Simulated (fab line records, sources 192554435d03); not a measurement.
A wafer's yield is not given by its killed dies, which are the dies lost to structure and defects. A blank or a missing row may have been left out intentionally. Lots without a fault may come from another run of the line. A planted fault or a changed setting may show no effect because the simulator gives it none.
Split-lot study / flow n5Finfet / route with 1938 steps; 7 lots, 39 wafers read

== ABOUT THE SPLIT ==
At N5_BEOL_M11_PECVD_70 (deposits SiO2 from TEOS/O2, target thk 20 nm, time 22.7 s), the setting timeS was moved away from the recipe's 22.7 s on 9 of the 39 wafers read, by -17.1% to +45.1%. This setting was run at the recipe's value on the other wafers.

== FROM THE SPLIT TO THE READING: what the file shows between them, 4 steps ==
- N5_BEOL_M11_HM_DEP_02: deposits TiN, target thk 20 nm
- N5_BEOL_M11_COAT_59: time 60 s, resist thk 100 nm
- N5_BEOL_M11_ECD_50: material Cu, target thk 318 nm
- N5_BEOL_M11_ANNEAL_51: time 90 s

== THE READING ==
barrierFieldEndpointS, in s, at N5_BEOL_M11_CMP_52 (polishes, stops on SiCOH lowk, t overpolish 7 s, target thk 140 nm). On this fab line, fault-free wafers typically give 28.8 s with a standard deviation of 0.96 s.

wafer=L077.1; tool, chamber at the split=pecvd-03, 1,0,1; timeS as run, s=22.7; against the recipe=recipe; barrierFieldEndpointS, s=28.7; against lot-mates on the recipe=-
wafer=L077.3; tool, chamber at the split=pecvd-03, 0,2; timeS as run, s=22.7; against the recipe=recipe; barrierFieldEndpointS, s=29.0; against lot-mates on the recipe=-
wafer=L077.4; tool, chamber at the split=pecvd-03, 0,2; timeS as run, s=22.7; against the recipe=recipe; barrierFieldEndpointS, s=28.7; against lot-mates on the recipe=-
wafer=L077.2; tool, chamber at the split=pecvd-03, 2; timeS as run, s=22.7; against the recipe=recipe; barrierFieldEndpointS, s=28.3; against lot-mates on the recipe=-
wafer=L077.5; tool, chamber at the split=pecvd-03, 1,0,1; timeS as run, s=22.7; against the recipe=recipe; barrierFieldEndpointS, s=29.4; against lot-mates on the recipe=-
wafer=L077.6; tool, chamber at the split=pecvd-03, 1,0,1; timeS as run, s=22.7; against the recipe=recipe; barrierFieldEndpointS, s=29.2; against lot-mates on the recipe=-
wafer=L089.4; tool, chamber at the split=pecvd-03, 1,2; timeS as run, s=22.7; against the recipe=recipe; barrierFieldEndpointS, s=26.7; against lot-mates on the recipe=-
wafer=L089.1; tool, chamber at the split=pecvd-03, 0,2; timeS as run, s=22.7; against the recipe=recipe; barrierFieldEndpointS, s=29.1; against lot-mates on the recipe=-
wafer=L089.2; tool, chamber at the split=pecvd-03, 0,2; timeS as run, s=22.7; against the recipe=recipe; barrierFieldEndpointS, s=26.9; against lot-mates on the recipe=-
wafer=L089.3; tool, chamber at the split=pecvd-03, 1,2; timeS as run, s=22.7; against the recipe=recipe; barrierFieldEndpointS, s=29.3; against lot-mates on the recipe=-
wafer=L089.5; tool, chamber at the split=pecvd-03, 0; timeS as run, s=22.7; against the recipe=recipe; barrierFieldEndpointS, s=27.6; against lot-mates on the recipe=-
wafer=L089.6; tool, chamber at the split=pecvd-03, 1; timeS as run, s=22.7; against the recipe=recipe; barrierFieldEndpointS, s=29.6; against lot-mates on the recipe=-
wafer=L088.4; tool, chamber at the split=pecvd-01, 0; timeS as run, s=22.7; against the recipe=recipe; barrierFieldEndpointS, s=31.2; against lot-mates on the recipe=-
wafer=L088.2; tool, chamber at the split=pecvd-01, 0; timeS as run, s=22.7; against the recipe=recipe; barrierFieldEndpointS, s=30.5; against lot-mates on the recipe=-
wafer=L088.1; tool, chamber at the split=pecvd-01, 1; timeS as run, s=18.81; against the recipe=-17.1%; barrierFieldEndpointS, s=25.7; against lot-mates on the recipe=-4.9
wafer=L088.3; tool, chamber at the split=pecvd-01, 2; timeS as run, s=22.7; against the recipe=recipe; barrierFieldEndpointS, s=30.2; against lot-mates on the recipe=-
wafer=L088.5; tool, chamber at the split=pecvd-01, 2; timeS as run, s=18.81; against the recipe=-17.1%; barrierFieldEndpointS, s=26.3; against lot-mates on the recipe=-4.3
wafer=L088.6; tool, chamber at the split=pecvd-01, 1; timeS as run, s=18.81; against the recipe=-17.1%; barrierFieldEndpointS, s=26.1; against lot-mates on the recipe=-4.5
wafer=L090.1; tool, chamber at the split=pecvd-01, 1; timeS as run, s=32.93; against the recipe=+45.1%; barrierFieldEndpointS, s=36.5; against lot-mates on the recipe=+7.8
wafer=L090.3; tool, chamber at the split=pecvd-01, 2; timeS as run, s=22.7; against the recipe=recipe; barrierFieldEndpointS, s=29.2; against lot-mates on the recipe=-
wafer=L090.2; tool, chamber at the split=pecvd-01, 0; timeS as run, s=32.93; against the recipe=+45.1%; barrierFieldEndpointS, s=39.2; against lot-mates on the recipe=+10.5
wafer=L090.4; tool, chamber at the split=pecvd-01, 2; timeS as run, s=32.93; against the recipe=+45.1%; barrierFieldEndpointS, s=40.8; against lot-mates on the recipe=+12.1
wafer=L090.5; tool, chamber at the split=pecvd-01, 0; timeS as run, s=22.7; against the recipe=recipe; barrierFieldEndpointS, s=27.3; against lot-mates on the recipe=-
wafer=L090.6; tool, chamber at the split=pecvd-01, 1; timeS as run, s=22.7; against the recipe=recipe; barrierFieldEndpointS, s=29.7; against lot-mates on the recipe=-
wafer=L093.4; tool, chamber at the split=pecvd-01, 0; timeS as run, s=31.82; against the recipe=+40.2%; barrierFieldEndpointS, s=40.0; against lot-mates on the recipe=+10.3
wafer=L093.2; tool, chamber at the split=pecvd-01, 1; timeS as run, s=31.82; against the recipe=+40.2%; barrierFieldEndpointS, s=37.1; against lot-mates on the recipe=+7.4
wafer=L093.3; tool, chamber at the split=pecvd-01, 0,2; timeS as run, s=22.7; against the recipe=recipe; barrierFieldEndpointS, s=28.7; against lot-mates on the recipe=-
wafer=L093.1; tool, chamber at the split=pecvd-01, 0,2; timeS as run, s=22.7; against the recipe=recipe; barrierFieldEndpointS, s=29.5; against lot-mates on the recipe=-
wafer=L093.6; tool, chamber at the split=pecvd-01, 1; timeS as run, s=22.7; against the recipe=recipe; barrierFieldEndpointS, s=30.8; against lot-mates on the recipe=-
wafer=L093.5; tool, chamber at the split=pecvd-01, 2; timeS as run, s=31.82; against the recipe=+40.2%; barrierFieldEndpointS, s=38.9; against lot-mates on the recipe=+9.2
wafer=L092.4; tool, chamber at the split=pecvd-03, 1; timeS as run, s=22.7; against the recipe=recipe; barrierFieldEndpointS, s=28.5; against lot-mates on the recipe=-
wafer=L092.2; tool, chamber at the split=pecvd-03, 2; timeS as run, s=22.7; against the recipe=recipe; barrierFieldEndpointS, s=27.7; against lot-mates on the recipe=-
wafer=L092.1; tool, chamber at the split=pecvd-03, 1; timeS as run, s=22.7; against the recipe=recipe; barrierFieldEndpointS, s=29.2; against lot-mates on the recipe=-
wafer=L092.3; tool, chamber at the split=pecvd-03, 0; timeS as run, s=22.7; against the recipe=recipe; barrierFieldEndpointS, s=27.0; against lot-mates on the recipe=-
wafer=L092.6; tool, chamber at the split=pecvd-03, 0,2; timeS as run, s=22.7; against the recipe=recipe; barrierFieldEndpointS, s=27.7; against lot-mates on the recipe=-
wafer=L092.5; tool, chamber at the split=pecvd-03, 0,2; timeS as run, s=22.7; against the recipe=recipe; barrierFieldEndpointS, s=28.3; against lot-mates on the recipe=-
wafer=L096.4; tool, chamber at the split=pecvd-03, 1,2; timeS as run, s=22.7; against the recipe=recipe; barrierFieldEndpointS, s=28.4; against lot-mates on the recipe=-
wafer=L096.3; tool, chamber at the split=pecvd-03, 1; timeS as run, s=22.7; against the recipe=recipe; barrierFieldEndpointS, s=29.4; against lot-mates on the recipe=-
wafer=L096.6; tool, chamber at the split=pecvd-03, 1,2; timeS as run, s=22.7; against the recipe=recipe; barrierFieldEndpointS, s=29.0; against lot-mates on the recipe=-
When a row names more than one chamber, that row covers several wafers, and the file does not tell which wafer ran in which chamber.

FIT RESULTS
A straight line over all 39 wafers: barrierFieldEndpointS changes by +0.225 s for each +1% of timeS; r = +0.95; the points scatter about the line by 1.2 s.
The same after taking each lot's own level away (the mean of its wafers on the recipe; 39 wafers): +0.229 s for each +1%; r = +0.97; scatter 0.96 s.
According to that fit, moving timeS by its largest amount changes the reading by 10 s.
The lots' own levels span 28.07 to 30.63 s, that is 2.7 times the standard deviation above.
Consequently the slope shifts little with the lot-to-lot level, the two slopes agreeing.
Check: with one of the wafers moved furthest among these (+45.1%) left out of the fit, the line predicts +10.7 s for it against its lot-mates. It came out at +7.77 s against them.

== THESE WAFERS: OTHER SPLITS ==
Before the reading, these wafers also passed through other splits. Each is held against what the fit with the lots' levels taken away leaves over:
other split on the same wafers=N5_ZERO_LAYER_PECVD_02 timeS; wafers away from the commonest value=12; r with barrierFieldEndpointS (lot level and that fit taken away)=+0.19
other split on the same wafers=N5_DUMMY_GATE_CVD_03 timeS; wafers away from the commonest value=24; r with barrierFieldEndpointS (lot level and that fit taken away)=-0.03
other split on the same wafers=N5_SDB_ALD_29 aldCycles; wafers away from the commonest value=9; r with barrierFieldEndpointS (lot level and that fit taken away)=+0.12
other split on the same wafers=N5_BEOL_M0_SAQP_SPACER2_ALD_26 targetThkA; wafers away from the commonest value=12; r with barrierFieldEndpointS (lot level and that fit taken away)=+0.28
other split on the same wafers=N5_BEOL_M2_DESCUM_33 timeS; wafers away from the commonest value=12; r with barrierFieldEndpointS (lot level and that fit taken away)=+0.08

== THE WHOLE CHAIN: every reading that the file lists as answering this split, in the file's order ==
step=N5_BEOL_M11_PECVD_70; what it does=deposits SiO2 from TEOS/O2, target thk 20 nm, time 22.7 s; reading=SiO2_of_BEOL_M11_PECVD_70.thkNm (the simulator's own value, which no gauge read); change (the file's fit)=+0.197 nm for each +1% of the setting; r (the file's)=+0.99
step=N5_BEOL_M11_CMP_52; what it does=polishes, stops on SiCOH lowk, t overpolish 7 s, target thk 140 nm; reading=barrierFieldEndpointS; change (the file's fit)=+0.227 s for each +1% of the setting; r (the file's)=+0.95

== THE FILE'S OWN FIT ==
barrierFieldEndpointS changes by +0.227 s for each +1% of timeS, r = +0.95.
